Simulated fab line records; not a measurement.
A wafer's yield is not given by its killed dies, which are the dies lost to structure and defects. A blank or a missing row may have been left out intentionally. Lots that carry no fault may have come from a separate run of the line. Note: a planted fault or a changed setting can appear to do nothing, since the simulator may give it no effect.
fab line records ; flow n5_finfet ; part 2 of 2: steps 5 to 6 of 6
[record] lots = 24; wafers = 72; last_day = 19
route steps=1938 shown GATE_CUT@510 MOL_CONTACT_COAG@539
lots that met no fault: taken from a fault-free run of the same line
start_h: the number of hours between the record's first day and the start of the first shown wafer of the lot ; wait_h: how many hours have passed since the lot's step before this one ; " unchanged from the row above ; L1.1+2: one row covering several wafers at once ; - no value, or no start was given ; * or withheld: withheld ; < > ~ a bound
route shown NAME@n: a module of which the file shows steps, and the number in the route of the first ; usual: average and standard deviation across the fault-free wafers ; same: alike in all rows ; chamber/n: place in a boat ; sites: each site's reading ; _std_site: standard deviation of those values ; _edge_site: outer sites' mean less inner sites' ; radius_mm: for every site, how far away it sits from the centre of the wafer ; mask NAME#n: copy n ; behind: tool/chamber where the wafer was last shaped ; hold: cause of the lot's hold/its duration in hours/its outcome ; device: the transistor (n, p or np) that didn't switch ; end of line: the tests these same wafers got at the end of their route ; where a step has no rows: the recipe by itself ; killed: at the first sort, the dies lost to defects and structure; wafer yield is something else ; map: a wafer's dies, marking killed ones x, the rest . and places with no die _
set.NAME: the setting as run; set.NAME@STEP: as run at that earlier step ; model.NAME: the simulator's own value behind a step, which no gauge read
a sample of lots followed through the steps of the route, with each step as a table and each wafer as a row
services: from which hour (start_h, from the record's first day; less than 0 if before it) a tool's chamber was out of use, for how many hours, and why
[[steps]]
[step N5_MOL_CONTACT_COAG_VIA_ETCH_46]
[recipe] chemistry = C4F6/O2; target_depth_a = 460; overetch_a = 92; mask_material = SOC; target = SiO2; bias_w = 455; pressure_mtorr = 10; time_s = 40; source_w = 325; Ar_flow_sccm = 300; C4F6_flow_sccm = 10; O2_flow_sccm = 10; ion_energy_ev = 575.3; ends = end_point
[usual] drypump_motor_current_A = 5.8/0.41; oes_product_au = 0.68/0.084; rf_vpp_V = 1584/31; showerhead_plenum_p_Torr = 2.84/0.1; throttle_valve_pct = 41.0/0.39
lot.wafer;tool;chamber;start_h;wait_h;drypump_motor_current_A;oes_product_au;rf_hours_counter_h;rf_vpp_V;showerhead_plenum_p_Torr;throttle_valve_pct
L074.1;rie_diel-01;0;100.37;0.0;5.1;0.74;69;1609;2.98;40.9
L074.2;rie_diel-01;3;100.37;0.0;5.7;0.63;237;1542;2.70;41.7
L074.3;rie_diel-01;1;100.37;0.0;6.1;0.85;8;1628;2.92;40.6
L075.1;rie_diel-01;1;106.45;0.0;6.1;0.84;11;1630;2.91;40.6
L075.2;rie_diel-01;0;106.45;0.0;5.2;0.74;72;1608;2.98;40.9
L075.5;rie_diel-01;0;106.45;0.0;5.2;0.74;-;1608;2.98;41.0
L076.1;rie_diel-01;0;114.38;0.0;5.2;0.73;74;1609;2.98;41.0
L076.2;rie_diel-01;2;114.38;0.0;5.5;0.83;17;1624;2.89;40.8
L076.5;rie_diel-01;1;114.38;0.0;6.1;0.84;-;1629;2.91;40.6
L077.1;rie_diel-03;0;117.63;0.0;6.2;0.64;174;1605;2.94;41.1
L077.2;rie_diel-03;1;117.63;0.0;6.1;0.62;253;1574;2.80;40.8
L077.5;rie_diel-03;2;117.63;0.0;5.2;0.63;-;1580;2.83;41.5
L078.1;rie_diel-05;0;124.85;0.0;6.1;0.64;225;1536;2.70;40.7
L078.3;rie_diel-05;1;124.85;0.0;5.5;0.63;217;1555;2.80;41.0
L078.6;rie_diel-05;0;124.85;0.0;6.1;0.64;-;1537;2.70;40.7
L079.2;rie_diel-01;0;128.38;0.0;5.2;0.72;80;1608;2.97;40.9
L079.3;rie_diel-01;1;128.38;0.0;6.1;0.81;18;1630;2.91;40.7
L079.6;rie_diel-01;0;128.38;0.0;5.2;0.73;-;1610;2.97;41.0
L080.1;rie_diel-03;2;136.21;0.0;5.2;0.62;232;1579;2.83;41.6
L080.2;rie_diel-03;0;136.21;0.0;6.2;0.63;184;1603;2.94;41.1
L080.6;rie_diel-03;0;136.21;0.0;6.2;0.64;-;1604;2.94;41.1
L081.2;rie_diel-03;2;144.91;0.0;5.2;0.62;234;1579;2.83;41.6
L081.5;rie_diel-03;0;144.91;0.0;6.2;0.65;-;1603;2.94;41.1
L081.6;rie_diel-03;2;144.91;0.0;5.2;0.62;-;1577;2.83;41.6
L082.1;rie_diel-01;2;147.59;0.0;5.5;0.81;29;1623;2.88;40.8
L082.2;rie_diel-01;0;147.59;0.0;5.1;0.72;87;1608;2.97;41.0
L082.5;rie_diel-01;2;147.59;0.0;5.5;0.81;-;1622;2.88;40.8
L083.1;rie_diel-03;1;152.73;0.0;6.1;0.61;270;1574;2.80;40.7
L083.4;rie_diel-03;2;152.73;0.0;5.2;0.62;-;1577;2.83;41.6
L083.6;rie_diel-03;0;152.73;0.0;6.2;0.63;-;1603;2.93;41.1
L084.4;rie_diel-01;1;158.78;0.0;6.1;0.80;32;1628;2.91;40.7
L084.5;rie_diel-01;0;158.78;0.0;5.2;0.72;-;1607;2.97;41.0
L084.6;rie_diel-01;3;158.78;0.0;5.7;0.86;-;1567;3.03;41.5
L085.2;rie_diel-03;0;163.16;0.0;6.2;0.63;199;1605;2.93;41.1
L085.4;rie_diel-03;2;163.16;0.0;5.2;0.61;-;1578;2.82;41.6
L085.5;rie_diel-03;1;163.16;0.0;6.1;0.61;-;1574;2.79;40.7
L086.1;rie_diel-05;2;181.84;0.0;6.1;0.66;173;1621;2.94;41.2
L086.2;rie_diel-05;1;181.84;0.0;5.5;0.62;229;1556;2.79;41.0
L086.6;rie_diel-05;0;181.84;0.0;6.1;0.63;-;1535;2.69;40.7
L087.4;rie_diel-03;2;184.35;0.0;5.2;0.62;-;1577;2.82;41.6
L087.5;rie_diel-03;1;184.35;0.0;6.1;0.60;-;1573;2.79;40.8
L087.6;rie_diel-03;0;184.35;0.0;6.2;0.63;-;1602;2.93;41.1
L089.1;rie_diel-05;0;190.42;0.0;6.1;0.62;240;1535;2.69;40.7
L089.5;rie_diel-05;1;190.42;0.0;5.5;0.62;-;1556;2.79;41.0
L089.6;rie_diel-05;2;190.42;0.0;6.1;0.67;-;1623;2.94;41.3
L088.1;rie_diel-05;2;190.91;0.0;6.1;0.66;176;1622;2.94;41.3
L088.3;rie_diel-05;3;190.91;0.0;6.1;0.65;206;1532;2.69;40.3
L088.5;rie_diel-05;3;190.91;0.0;6.1;0.65;-;1533;2.69;40.3
L090.1;rie_diel-03;2;195.22;0.0;5.2;0.60;259;1579;2.82;41.6
L090.2;rie_diel-03;3;195.22;0.0;5.1;0.64;189;1587;2.70;41.2
L090.5;rie_diel-03;0;195.22;0.0;6.2;0.63;-;1604;2.93;41.1
L091.2;rie_diel-01;3;201.45;0.0;5.7;0.81;18;1566;3.03;41.5
L091.3;rie_diel-01;2;201.45;0.0;5.6;0.77;51;1622;2.87;40.8
L091.4;rie_diel-01;0;201.45;0.0;5.2;0.71;109;1607;2.96;41.0
L092.1;rie_diel-05;2;209.25;0.0;6.1;0.66;182;1621;2.94;41.2
L092.2;rie_diel-05;3;209.25;0.0;6.1;0.64;212;1532;2.68;40.2
L092.6;rie_diel-05;1;209.25;0.0;5.5;0.62;-;1554;2.79;41.0
L093.3;rie_diel-05;1;220.21;0.0;5.5;0.61;244;1554;2.78;41.0
L093.5;rie_diel-05;2;220.21;0.0;6.1;0.66;-;1621;2.94;41.3
L093.6;rie_diel-05;3;220.21;0.0;6.1;0.65;-;1532;2.68;40.3
L094.1;rie_diel-03;0;221.22;0.0;6.2;0.61;222;1602;2.92;41.1
L094.4;rie_diel-03;0;221.22;0.0;6.2;0.62;-;1603;2.92;41.1
L094.5;rie_diel-03;1;221.22;0.0;6.1;0.87;-;1572;2.79;40.0
L095.2;rie_diel-03;1;232.74;0.0;6.1;0.86;11;1574;2.78;40.0
L095.3;rie_diel-03;2;232.74;0.0;5.2;0.88;1;1578;2.81;41.3
L095.6;rie_diel-03;3;232.74;0.0;5.1;0.64;-;1589;2.70;41.2
L096.2;rie_diel-05;2;233.39;0.0;6.1;0.65;194;1620;2.93;41.3
L096.5;rie_diel-05;3;233.39;0.0;6.1;0.64;-;1534;2.68;40.2
L096.6;rie_diel-05;2;233.39;0.0;6.1;0.66;-;1620;2.93;41.3
L097.1;rie_diel-01;2;239.45;0.0;5.6;0.75;64;1621;2.87;40.8
L097.3;rie_diel-01;1;239.45;0.0;6.1;0.75;59;1628;2.89;40.7
L097.6;rie_diel-01;3;239.45;0.0;5.7;0.80;-;1565;3.02;41.5
[step N5_MOL_CONTACT_COAG_STRIP_96]
[recipe] chemistry = N2/H2; power_w = 500; temp_c = 40; pressure_mtorr = 50; rf_frequency_hz = 6e+07; overash_fraction = 0.3; bias_power_w = 28; h2_frac = 0.5; n2_flow_sccm = 300; h2_flow_sccm = 300
[usual] drypump_motor_current_A = 5.8/0.41; oes_product_au = 0.76/0.099; rf_vpp_V = 121.9/1.4; showerhead_plenum_p_Torr = 3.36/0.12; throttle_valve_pct = 18.89/0.22
[same] overash_fraction = 0.3
lot.wafer;tool;chamber;start_h;wait_h;drypump_motor_current_A;oes_product_au;rf_hours_counter_h;rf_vpp_V;showerhead_plenum_p_Torr;throttle_valve_pct
L074.1;rie_diel-01;0;100.43;0.0;5.2;0.83;69;121.4;3.53;18.60
L074.2;rie_diel-01;3;100.43;0.0;5.7;0.70;237;121.9;3.19;19.53
L074.3;rie_diel-01;1;100.43;0.0;6.1;0.98;8;122.6;3.44;18.68
L075.1;rie_diel-01;1;106.52;0.0;6.1;0.95;11;122.0;3.44;18.69
L075.2;rie_diel-01;0;106.52;0.0;5.1;0.82;72;121.9;3.53;18.57
L075.5;rie_diel-01;0;106.52;0.0;5.2;0.83;-;123.8;3.53;18.59
L076.1;rie_diel-01;0;114.45;0.0;5.2;0.82;74;122.3;3.53;18.60
L076.2;rie_diel-01;2;114.45;0.0;5.6;0.94;17;120.8;3.44;18.67
L076.5;rie_diel-01;1;114.45;0.0;6.1;0.94;-;121.6;3.43;18.68
L077.1;rie_diel-03;0;117.70;0.0;6.2;0.72;174;122.7;3.48;19.04
L077.2;rie_diel-03;1;117.70;0.0;6.1;0.68;253;122.7;3.33;18.92
L077.5;rie_diel-03;2;117.70;0.0;5.2;0.71;-;120.7;3.31;18.86
L078.1;rie_diel-05;0;124.92;0.0;6.1;0.71;225;120.0;3.18;18.92
L078.3;rie_diel-05;1;124.92;0.0;5.5;0.68;217;122.7;3.30;18.86
L078.6;rie_diel-05;0;124.92;0.0;6.1;0.70;-;121.7;3.18;18.92
L079.2;rie_diel-01;0;128.45;0.0;5.2;0.82;80;123.2;3.53;18.60
L079.3;rie_diel-01;1;128.45;0.0;6.1;0.94;18;123.0;3.43;18.72
L079.6;rie_diel-01;0;128.45;0.0;5.2;0.82;-;121.6;3.53;18.59
L080.1;rie_diel-03;2;136.28;0.0;5.2;0.71;232;120.3;3.30;18.91
L080.2;rie_diel-03;0;136.28;0.0;6.2;0.71;184;122.3;3.48;19.03
L080.6;rie_diel-03;0;136.28;0.0;6.2;0.72;-;121.7;3.48;19.07
L081.2;rie_diel-03;2;144.98;0.0;5.2;0.69;234;121.9;3.30;18.88
L081.5;rie_diel-03;0;144.98;0.0;6.2;0.71;-;123.5;3.48;19.04
L081.6;rie_diel-03;2;144.98;0.0;5.2;0.69;-;123.7;3.30;18.90
L082.1;rie_diel-01;2;147.66;0.0;5.6;0.91;29;122.8;3.43;18.70
L082.2;rie_diel-01;0;147.66;0.0;5.2;0.80;87;122.1;3.52;18.61
L082.5;rie_diel-01;2;147.66;0.0;5.6;0.91;-;122.1;3.43;18.68
L083.1;rie_diel-03;1;152.80;0.0;6.1;0.67;270;120.5;3.32;18.91
L083.4;rie_diel-03;2;152.80;0.0;5.2;0.70;-;120.7;3.30;18.92
L083.6;rie_diel-03;0;152.80;0.0;6.2;0.70;-;122.8;3.47;19.06
L084.4;rie_diel-01;1;158.85;0.0;6.1;0.90;32;122.8;3.42;18.74
L084.5;rie_diel-01;0;158.85;0.0;5.2;0.81;-;122.0;3.52;18.64
L084.6;rie_diel-01;3;158.85;0.0;5.7;0.96;-;123.3;3.59;19.16
L085.2;rie_diel-03;0;163.23;0.0;6.2;0.70;199;122.9;3.47;19.06
L085.4;rie_diel-03;2;163.23;0.0;5.2;0.69;-;120.7;3.29;18.92
L085.5;rie_diel-03;1;163.23;0.0;6.1;0.67;-;120.2;3.31;18.94
L086.1;rie_diel-05;2;181.91;0.0;6.1;0.73;173;122.4;3.48;18.87
L086.2;rie_diel-05;1;181.91;0.0;5.5;0.68;229;122.8;3.29;18.87
L086.6;rie_diel-05;0;181.91;0.0;6.1;0.69;-;118.8;3.18;18.94
L087.4;rie_diel-03;2;184.40;0.0;5.2;0.70;-;121.9;3.29;18.92
L087.5;rie_diel-03;1;184.40;0.0;6.1;0.67;-;124.4;3.31;18.94
L087.6;rie_diel-03;0;184.40;0.0;6.2;0.70;-;122.5;3.46;19.05
L089.1;rie_diel-05;0;190.49;0.0;6.1;0.69;240;121.5;3.17;18.96
L089.5;rie_diel-05;1;190.49;0.0;5.5;0.67;-;121.9;3.29;18.90
L089.6;rie_diel-05;2;190.49;0.0;6.1;0.73;-;123.9;3.48;18.90
L088.1;rie_diel-05;2;190.98;0.0;6.1;0.72;176;122.7;3.48;18.92
L088.3;rie_diel-05;3;190.98;0.0;6.1;0.72;206;119.3;3.19;18.77
L088.5;rie_diel-05;3;190.98;0.0;6.1;0.71;-;120.8;3.19;18.76
L090.1;rie_diel-03;2;195.29;0.0;5.2;0.68;259;120.6;3.29;18.94
L090.2;rie_diel-03;3;195.29;0.0;5.1;0.72;189;122.4;3.19;18.81
L090.5;rie_diel-03;0;195.29;0.0;6.2;0.69;-;123.9;3.46;19.08
L091.2;rie_diel-01;3;201.51;0.0;5.7;0.92;18;123.3;3.58;19.18
L091.3;rie_diel-01;2;201.51;0.0;5.5;0.87;51;121.5;3.42;18.73
L091.4;rie_diel-01;0;201.51;0.0;5.2;0.79;109;122.7;3.51;18.65
L092.1;rie_diel-05;2;209.31;0.0;6.1;0.72;182;123.4;3.47;18.92
L092.2;rie_diel-05;3;209.31;0.0;6.1;0.72;212;120.6;3.18;18.76
L092.6;rie_diel-05;1;209.31;0.0;5.5;0.67;-;120.1;3.29;18.91
L093.3;rie_diel-05;1;220.27;0.0;5.5;0.67;244;119.6;3.28;18.90
L093.5;rie_diel-05;2;220.27;0.0;6.2;0.72;-;120.2;3.47;18.93
L093.6;rie_diel-05;3;220.27;0.0;6.2;0.72;-;118.2;3.18;18.79
L094.1;rie_diel-03;0;221.29;0.0;6.2;0.69;222;122.5;3.45;19.12
L094.4;rie_diel-03;0;221.29;0.0;6.2;0.68;-;121.0;3.45;19.13
L094.5;rie_diel-03;1;221.29;0.0;6.1;0.97;-;120.4;3.30;18.44
L095.2;rie_diel-03;1;232.81;0.0;6.1;0.96;11;120.9;3.30;18.45
L095.3;rie_diel-03;2;232.81;0.0;5.2;1.00;1;122.1;3.28;18.50
L095.6;rie_diel-03;3;232.81;0.0;5.1;0.71;-;119.9;3.18;18.89
L096.2;rie_diel-05;2;233.45;0.0;6.2;0.72;194;123.8;3.47;18.92
L096.5;rie_diel-05;3;233.45;0.0;6.2;0.71;-;121.1;3.18;18.79
L096.6;rie_diel-05;2;233.45;0.0;6.1;0.72;-;121.3;3.47;18.93
L097.1;rie_diel-01;2;239.52;0.0;5.5;0.85;64;123.0;3.41;18.73
L097.3;rie_diel-01;1;239.52;0.0;6.1;0.86;59;123.2;3.41;18.77
L097.6;rie_diel-01;3;239.52;0.0;5.7;0.90;-;124.8;3.57;19.19
[[services]]
tool;chamber;start_h;hours;kind
rie_diel-01;1;67.45;-;clean
rie_diel-01;1;67.45;-;consumable_replace:focus_ring
rie_diel-01;1;67.45;16.1;scheduled_down
rie_diel-01;1;67.45;16.1;vent_cycle
ald_sin-01;1;74.19;12.5;repair
rie_diel-01;2;79.65;27.8;repair
ald_sin-04;-;87.53;14.0;pm
ald_sin-04;0;87.53;14.0;vent_cycle
ald_sin-02;1;102.28;21.5;repair
ald_sin-03;1;116.87;3.1;repair
ald_sin-03;2;117.68;11.0;repair
rie_diel-01;3;137.47;-;clean
rie_diel-01;3;137.47;-;consumable_replace:focus_ring
rie_diel-01;3;137.47;-;consumable_replace:showerhead
rie_diel-01;3;137.47;16.5;scheduled_down
rie_diel-01;3;137.47;16.5;vent_cycle
ald_sin-02;0;138.03;2.0;repair
rie_diel-05;0;175.21;1.2;repair
ald_sin-03;-;176.75;14.0;pm
ald_sin-04;2;212.32;4.2;repair
rie_diel-01;-;216.73;1.2;repair
ald_sin-02;2;224.19;2.0;repair
ald_sin-02;3;225.22;17.1;repair
rie_diel-05;1;237.91;6.5;repair
